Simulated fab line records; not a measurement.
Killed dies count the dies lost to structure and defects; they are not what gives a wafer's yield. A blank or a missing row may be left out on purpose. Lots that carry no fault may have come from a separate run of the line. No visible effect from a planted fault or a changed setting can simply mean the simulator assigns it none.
Which tool was responsible? + flow nandHarc + Sampling: 15 lots, 45 wafers, 3 of 1302 route steps

## WHAT EACH GAUGE READ, for each wafer
NHARC_A_SGD_CUT_THK_MEAS_22: measures by ellipsometry. Usual: thkNm at 148.1 nm, with a standard deviation of 1.4.
| lot  | measured     | on           | thkNm (nm)        | flag |
|------|--------------|--------------|-------------------|------|
| L743 | day 20 05:02 | filmMetro-01 | 148.3 147.3 147.7 |      |
| L748 | day 21 14:15 | filmMetro-01 | 147.5 148.4 147.9 |      |
| L751 | day 22 23:51 | filmMetro-02 | 150.4 147.0 146.5 |      |
| L749 | day 22 23:51 | filmMetro-02 | 146.6 147.2 145.3 |      |
| L752 | day 23 15:14 | filmMetro-01 | 146.8 148.0 147.4 |      |
| L755 | day 24 05:38 | filmMetro-01 | 145.5 151.0 146.9 |      |
| L757 | day 25 05:10 | filmMetro-01 | 148.8 146.0 148.1 |      |
| L756 | day 25 11:26 | filmMetro-02 | 149.3 146.0 149.3 |      |
| L758 | day 26 10:29 | filmMetro-02 | 150.3 150.8 148.4 |      |
| L760 | day 27 06:43 | filmMetro-02 | 148.6 147.2 148.6 |      |
| L761 | day 27 06:50 | filmMetro-02 | 149.7 150.9 149.0 |      |
| L763 | day 27 22:58 | filmMetro-02 | 149.1 148.4 148.1 |      |
| L762 | day 27 22:59 | filmMetro-01 | 147.8 147.8 148.4 |      |
| L764 | day 28 16:05 | filmMetro-01 | 147.1 147.9 146.9 |      |
| L765 | day 28 16:06 | filmMetro-02 | 148.9 148.4 148.5 |      |

NHARC_A_SLIT_CD_MEAS_09: the cd target is 300 nm. Usual: cdNm at 300.2 nm, with a standard deviation of 0.52.
| lot  | measured     | on       | cdNm (nm)         | flag |
|------|--------------|----------|-------------------|------|
| L743 | day 20 10:26 | cdSem-02 | 299.6 299.9 299.9 |      |
| L748 | day 21 23:07 | cdSem-01 | 300.0 299.3 300.0 |      |
| L751 | day 23 08:32 | cdSem-02 | 300.9 300.4 300.3 |      |
| L749 | day 23 07:52 | cdSem-02 | 299.9 300.5 299.9 |      |
| L752 | day 23 21:24 | cdSem-02 | 299.3 299.6 298.9 |      |
| L755 | day 24 10:52 | cdSem-01 | 300.4 300.9 299.9 |      |
| L757 | day 25 10:29 | cdSem-03 | 300.9 301.1 300.4 |      |
| L756 | day 25 18:17 | cdSem-03 | 299.8 299.6 300.0 |      |
| L758 | day 26 16:46 | cdSem-02 | 299.9 300.8 300.5 |      |
| L760 | day 27 12:08 | cdSem-02 | 300.5 300.2 300.8 |      |
| L761 | day 27 12:17 | cdSem-02 | 299.8 300.3 300.7 |      |
| L763 | day 28 04:14 | cdSem-02 | 299.9 300.3 299.9 |      |
| L762 | day 28 04:24 | cdSem-01 | 300.6 300.5 300.5 |      |
| L764 | day 28 21:26 | cdSem-02 | 300.1 300.3 301.1 |      |
| L765 | day 28 22:33 | cdSem-02 | 300.8 300.3 299.7 |      |

NHARC_A_SLIT_OVL_MEAS_10. Usual: overlayXNm 0.1 nm, standard deviation 0.98; overlayYNm 0.0 nm, standard deviation 0.96.
| lot  | measured     | on         | overlayXNm (nm) | overlayYNm (nm) | flag |
|------|--------------|------------|-----------------|-----------------|------|
| L743 | day 20 10:31 | overlay-01 | 0.2 -0.5 0.0    | 1.4 1.8 1.6     |      |
| L748 | day 21 23:12 | overlay-02 | -1.0 -0.9 -1.3  | -0.5 -0.5 -0.1  |      |
| L751 | day 23 08:38 | overlay-02 | 2.4 2.0 2.2     | 0.5 -0.3 0.1    |      |
| L749 | day 23 07:56 | overlay-02 | 0.7 0.8 0.5     | 1.8 0.9 1.6     |      |
| L752 | day 23 21:29 | overlay-02 | 0.6 1.4 1.1     | -0.7 -0.2 -0.7  |      |
| L755 | day 24 10:56 | overlay-01 | 0.6 0.7 0.9     | -0.3 -0.5 -0.6  |      |
| L757 | day 25 10:35 | overlay-02 | 0.0 0.0 -0.2    | 0.6 -0.6 0.1    |      |
| L756 | day 25 18:22 | overlay-02 | 0.1 -0.5 -0.5   | -1.0 -0.8 -1.0  |      |
| L758 | day 26 16:52 | overlay-02 | 0.2 0.8 1.3     | 0.9 1.1 0.8     |      |
| L760 | day 27 12:14 | overlay-02 | -0.3 -0.1 0.4   | 1.2 1.2 1.0     |      |
| L761 | day 27 12:23 | overlay-02 | -2.2 -2.6 -2.1  | -0.5 -0.2 0.0   |      |
| L763 | day 28 04:20 | overlay-01 | -1.0 -0.9 -0.9  | -0.5 0.4 0.1    |      |
| L762 | day 28 04:29 | overlay-02 | 0.1 -0.4 0.3    | -0.8 -1.2 -1.1  |      |
| L764 | day 28 21:31 | overlay-02 | -0.2 0.4 -0.6   | 0.8 1.1 1.0     |      |
| L765 | day 28 22:38 | overlay-02 | 1.1 1.7 1.5     | -0.4 -0.1 -0.1  |      |

## EACH LOT AND THE TOOL THAT RAN IT (in order: tool; ch and the chambers of the sampled wafers; start)
The record shows no process step preceding these readings.

## AS READ BY THE TOOLS THEMSELVES (means over the sampled wafers that have a number; for cases with no such wafer, the mark the record gives instead)
The record holds no such reading with a usual standard deviation.

## THE ANSWER, worked out from the rows above alone
Rule: a lot counts as off when the mean over its wafers that have a number is more than 3 standard deviations away from the usual mean. A lot without any number at a reading at which 4 lots or more have one is off too. Where the step has rows for the other lots, those lots are counted as sound. First the gauges in route order, then the tools' own readings, where a lot's mean is used as printed above. The first step at which some lot is off is used, and at that step the reading that is off furthest; a lot without a number counts as furthest.
No lot is off on any of the readings shown, so nothing can be concluded from this.

## WHAT THE SIMULATOR HAD INSERTED
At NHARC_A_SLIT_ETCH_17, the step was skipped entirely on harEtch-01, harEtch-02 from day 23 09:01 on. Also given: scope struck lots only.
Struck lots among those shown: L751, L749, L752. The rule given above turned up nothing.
